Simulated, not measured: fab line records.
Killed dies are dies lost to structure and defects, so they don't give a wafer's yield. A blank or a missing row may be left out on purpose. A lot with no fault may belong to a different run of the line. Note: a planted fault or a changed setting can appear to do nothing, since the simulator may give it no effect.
2 desks, one fault | flow nand_harc | only its own numbers are on each desk; what lay behind them is given at the end

== THE DEFECT DESK ==
Lot by lot, what the route's inspections counted, given as the mean of those sampled wafers with a number. A lot is out of limits, marked OUT, if its mean lies more than 4 standard deviations from the usual mean; the brackets give that distance.
Columns: A = raw_defect_count at NHARC_A_BLC_INSPECT_28, usual 535
lot  | first seen here | A
L301 | day 23 07:56    | 594
L305 | day 24 21:06    | 570
L308 | day 25 21:12    | 575
L316 | day 28 20:16    | 513
L315 | day 28 20:21    | 590
This desk's verdict: no lot among the 5 shows anything out of limits.

== DESK OF THE TOOL OWNER: litho_track-06 ==
Per lot that ran on this tool, the mean of the sampled wafers carrying a number, from the tool's own readings at NHARC_A_M0_SOFTBAKE_04 (time 55 s). A lot is out of limits, marked OUT, if its mean lies more than 4 standard deviations from the usual mean; the brackets give that distance.
Columns: A = heater_power_total_W at NHARC_A_M0_SOFTBAKE_04, usual 188.44 W
lot  | first seen here | A
L301 | day 23 08:00    | 188.42
L316 | day 28 20:00    | 201.42 (+99 or more) OUT
This desk finds L316 out of limits, L316 being first, at day 28 20:00 (heater_power_total_W at NHARC_A_M0_SOFTBAKE_04). In limits: L301.

== TAKEN TOGETHER ==
The tool owner's desk had the chance to raise an alarm at day 28 20:00 on L316.
No out-of-limits result turned up at the defect desk.
The defect desk has L316 on record, within its limits.
The lots listed all ran NHARC_A_M0_SOFTBAKE_04 on litho_track-06.

== WHAT WAS PUT IN BY THE SIMULATOR ==
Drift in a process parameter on litho_track-06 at NHARC_A_M0_SOFTBAKE_04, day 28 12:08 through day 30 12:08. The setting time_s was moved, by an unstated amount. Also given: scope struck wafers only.
Struck lots among those shown: L316.
How many hours passed from the start of the fault until each desk's first out-of-limits reading: the tool owner's desk, 8.
